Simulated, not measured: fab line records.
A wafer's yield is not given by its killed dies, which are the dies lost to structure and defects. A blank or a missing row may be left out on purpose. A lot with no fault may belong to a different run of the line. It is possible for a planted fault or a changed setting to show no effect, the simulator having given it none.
Struck lot and sound lot, side by side    flow n5-finfet    15 steps out of a route of 1938
Sound: these wafers, L542.1, L542.2, L542.5. Wafers struck: L551.1, L551.2, L551.3. The cause is named last.
For every step that has rows: the tool of each side, followed by ch and its chambers, followed by its first start. Under that, the readings that differ: sound wafers    struck wafers    difference of the means    sigmas: that difference in standard deviations of wafers without a fault.
alike: readings whose means differ by less than 2 such deviations, and words and numbers that are the same on both sides. not compared: withheld readings, readings that some wafer has no value for, bounds like >300 that may hide the same value, and numbers for which the record gives no deviation and whose values overlap.
The two part at a step that has a row with sigmas, a row that says differs or no value, or rows on one side only. Numbers that don't overlap but have no deviation are shown without sigmas and don't part them. Lack of a reading on every wafer of one side parts them only where that side has two or more wafers.

first, 7 steps without rows for these wafers: N5_WELL_APT_COAT_19 (resist thk 950 nm); N5_WELL_APT_EBR_21; N5_WELL_APT_SOFTBAKE_20 (time 60 s); N5_WELL_APT_EXPOSE_22 (exposes mask PWELL, defocus 0 nm, target cd 200 nm); N5_WELL_APT_PEB_23 (peb time 90 s); N5_WELL_APT_DEVELOP_24 (develop time 45 s); N5_WELL_APT_HARDBAKE_29 (time 120 s).
N5_WELL_APT_CD_MEAS_25: the cd target is 200 nm.
  sound on cd-sem-03 ch 0, day 1 21:26; struck on cd-sem-02 ch 0, day 4 03:01
  alike: cd-nm
N5_WELL_APT_OVL_MEAS_26:
  sound on overlay-01 ch 0, day 1 21:28; struck on overlay-02 ch 0, day 4 03:03
  alike: PWELL_OVL
N5_WELL_APT_INSPECT_27: inspects for defects (macro).
  sound on defect-inspect-02 at day 1 21:29; struck on defect-inspect-01 at day 4 03:05
  alike: raw-defect-count
N5_WELL_APT_DESCUM_30: chemistry O2, time 7.9 s.
  sound on rie-diel-04 ch 1,2,3, day 1 21:32; struck on rie-diel-01 ch 0,2,3, day 4 03:07
  alike: drypump-motor-current-A, oes-product-au, rf-vpp-V, showerhead-plenum-p-Torr, throttle-valve-pct
  not compared: rf-hours-counter-h
after that, 1 step had no rows for these wafers: N5_WELL_APT_IMPLANT_31.
N5_WELL_APT_IMPLANT_32:
  sound on implanter-01 ch 0, day 1 21:48; struck on implanter-01, day 4 03:23
  no value came back on the struck wafers for beam-energy-keV, beam-on-s (s); on the sound wafers beam-energy-keV reads 49.999 50.030 50.002
then, 1 step without rows for these wafers: N5_WELL_APT_STRIP_33 (strips in SPM, time 900 s).
-- here the record skips 12 days between the struck wafers' starts before and after, leaving off in module WELL_APT and picking up in module PASSIVATION (first step shown: number 1936 of the route) --
N5_PASSIVATION_PROBE_49:
  sound on prober-01 at day 13 09:20; struck on prober-01 at day 15 17:39
  alike: killed_at_M0_to_M3, killed_at_M4_up, killed-at-contacts, killed-at-front-end, killed-at-other, killed-dies, killed-open, killed-short

WHERE THEY PART
Only at N5_WELL_APT_IMPLANT_32, as far as this record shows. Later steps at which nothing parts them and some readings are alike: N5_PASSIVATION_PROBE_49.

WHY: what the simulator had put in
Beginning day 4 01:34, the whole step at N5_WELL_APT_IMPLANT_32 was skipped on implanter-01. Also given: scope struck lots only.
